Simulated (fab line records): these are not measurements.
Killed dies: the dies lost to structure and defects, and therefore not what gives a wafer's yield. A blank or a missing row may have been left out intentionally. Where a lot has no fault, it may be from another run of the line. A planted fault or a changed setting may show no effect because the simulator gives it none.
Chamber matching || flow n5 finfet || rie diel-01 running N5_BEOL_M5_ETCH_68: 4 sister chambers
The step etches SOC in N2/H2, target depth 80 nm, overetch 16 nm, time 120 s. 18 wafers are shown with their chamber, then 9 later ones without.

== EACH WAFER AND ITS CHAMBER ==
{"wafer": "L078.1", "chamber": 3, "showerhead plenum p Torr (Torr)": 2.43, "throttle valve pct (%)": 17.96, "drypump motor current A (A)": 5.7}
{"wafer": "L078.2", "chamber": 1, "showerhead plenum p Torr (Torr)": 2.44, "throttle valve pct (%)": 18.20, "drypump motor current A (A)": 5.9}
{"wafer": "L078.6", "chamber": 0, "showerhead plenum p Torr (Torr)": 2.59, "throttle valve pct (%)": 17.58, "drypump motor current A (A)": 5.8}
{"wafer": "L079.1", "chamber": 0, "showerhead plenum p Torr (Torr)": 2.59, "throttle valve pct (%)": 17.59, "drypump motor current A (A)": 5.8}
{"wafer": "L079.2", "chamber": 2, "showerhead plenum p Torr (Torr)": 2.63, "throttle valve pct (%)": 17.81, "drypump motor current A (A)": 6.4}
{"wafer": "L079.5", "chamber": 2, "showerhead plenum p Torr (Torr)": 2.63, "throttle valve pct (%)": 17.81, "drypump motor current A (A)": 6.4}
{"wafer": "L077.2", "chamber": 0, "showerhead plenum p Torr (Torr)": 2.59, "throttle valve pct (%)": 17.59, "drypump motor current A (A)": 5.7}
{"wafer": "L077.3", "chamber": 2, "showerhead plenum p Torr (Torr)": 2.63, "throttle valve pct (%)": 17.84, "drypump motor current A (A)": 6.3}
{"wafer": "L077.5", "chamber": 2, "showerhead plenum p Torr (Torr)": 2.63, "throttle valve pct (%)": 17.84, "drypump motor current A (A)": 6.4}
{"wafer": "L080.2", "chamber": 3, "showerhead plenum p Torr (Torr)": 2.43, "throttle valve pct (%)": 17.97, "drypump motor current A (A)": 5.7}
{"wafer": "L080.3", "chamber": 0, "showerhead plenum p Torr (Torr)": 2.59, "throttle valve pct (%)": 17.59, "drypump motor current A (A)": 5.8}
{"wafer": "L080.5", "chamber": 1, "showerhead plenum p Torr (Torr)": 2.44, "throttle valve pct (%)": 18.23, "drypump motor current A (A)": 5.9}
{"wafer": "L083.4", "chamber": 3, "showerhead plenum p Torr (Torr)": 2.43, "throttle valve pct (%)": 17.96, "drypump motor current A (A)": 5.7}
{"wafer": "L083.5", "chamber": 1, "showerhead plenum p Torr (Torr)": 2.44, "throttle valve pct (%)": 18.24, "drypump motor current A (A)": 5.9}
{"wafer": "L083.6", "chamber": 2, "showerhead plenum p Torr (Torr)": 2.62, "throttle valve pct (%)": 17.84, "drypump motor current A (A)": 6.3}
{"wafer": "L085.4", "chamber": 3, "showerhead plenum p Torr (Torr)": 2.43, "throttle valve pct (%)": 17.98, "drypump motor current A (A)": 5.7}
{"wafer": "L085.5", "chamber": 0, "showerhead plenum p Torr (Torr)": 2.59, "throttle valve pct (%)": 17.61, "drypump motor current A (A)": 5.8}
{"wafer": "L085.6", "chamber": 1, "showerhead plenum p Torr (Torr)": 2.44, "throttle valve pct (%)": 18.25, "drypump motor current A (A)": 5.9}

SIGNATURES (means of the wafers above)
{"reading": "showerhead plenum p Torr", "chamber 0": 2.5900, "chamber 1": 2.4400, "chamber 2": 2.6280, "chamber 3": 2.4300, "scatter within a chamber": 0.00239}
{"reading": "throttle valve pct", "chamber 0": 17.5920, "chamber 1": 18.2300, "chamber 2": 17.8280, "chamber 3": 17.9675, "scatter within a chamber": 0.0152}
{"reading": "drypump motor current A", "chamber 0": 5.780, "chamber 1": 5.900, "chamber 2": 6.360, "chamber 3": 5.700, "scatter within a chamber": 0.0378}
Rule: for a wafer and a chamber, the distance is found by dividing, reading by reading, the gap between the wafer's reading and the chamber's mean by the reading's scatter, squaring, summing and taking the root. If the next closest chamber is less than 2 further off than the closest, the wafer can't be placed; otherwise it belongs to the closest. The scatter: take each reading less its chamber's mean, square it, sum over the shown wafers, divide by the number of wafers less the number of chambers, and take the root.

== WAFERS WHOSE CHAMBER IS MISSING ==
{"wafer": "L087.2", "showerhead plenum p Torr (Torr)": 2.43, "throttle valve pct (%)": 17.98, "drypump motor current A (A)": 5.7}
{"wafer": "L087.3", "showerhead plenum p Torr (Torr)": 2.58, "throttle valve pct (%)": 17.61, "drypump motor current A (A)": 5.8}
{"wafer": "L087.6", "showerhead plenum p Torr (Torr)": 2.43, "throttle valve pct (%)": 17.98, "drypump motor current A (A)": 5.7}
{"wafer": "L091.2", "showerhead plenum p Torr (Torr)": 2.58, "throttle valve pct (%)": 17.62, "drypump motor current A (A)": 5.8}
{"wafer": "L091.4", "showerhead plenum p Torr (Torr)": 2.43, "throttle valve pct (%)": 18.26, "drypump motor current A (A)": 5.9}
{"wafer": "L091.5", "showerhead plenum p Torr (Torr)": 2.62, "throttle valve pct (%)": 17.87, "drypump motor current A (A)": 6.3}
{"wafer": "L095.1", "showerhead plenum p Torr (Torr)": 2.58, "throttle valve pct (%)": 17.62, "drypump motor current A (A)": 5.8}
{"wafer": "L095.3", "showerhead plenum p Torr (Torr)": 2.43, "throttle valve pct (%)": 18.29, "drypump motor current A (A)": 5.9}
{"wafer": "L095.5", "showerhead plenum p Torr (Torr)": 2.61, "throttle valve pct (%)": 17.87, "drypump motor current A (A)": 6.3}

== THE CHAMBER EACH PASSED THROUGH ==
{"wafer": "L087.2", "from the rows above": 3, "in truth": 3}
{"wafer": "L087.3", "from the rows above": 0, "in truth": 0}
{"wafer": "L087.6", "from the rows above": 3, "in truth": 3}
{"wafer": "L091.2", "from the rows above": 0, "in truth": 0}
{"wafer": "L091.4", "from the rows above": 1, "in truth": 1}
{"wafer": "L091.5", "from the rows above": 2, "in truth": 2}
{"wafer": "L095.1", "from the rows above": 0, "in truth": 0}
{"wafer": "L095.3", "from the rows above": 1, "in truth": 1}
{"wafer": "L095.5", "from the rows above": 2, "in truth": 2}
Correct placement for 9 of the 9. Not placeable from these rows: 0. 0 placed wrongly.
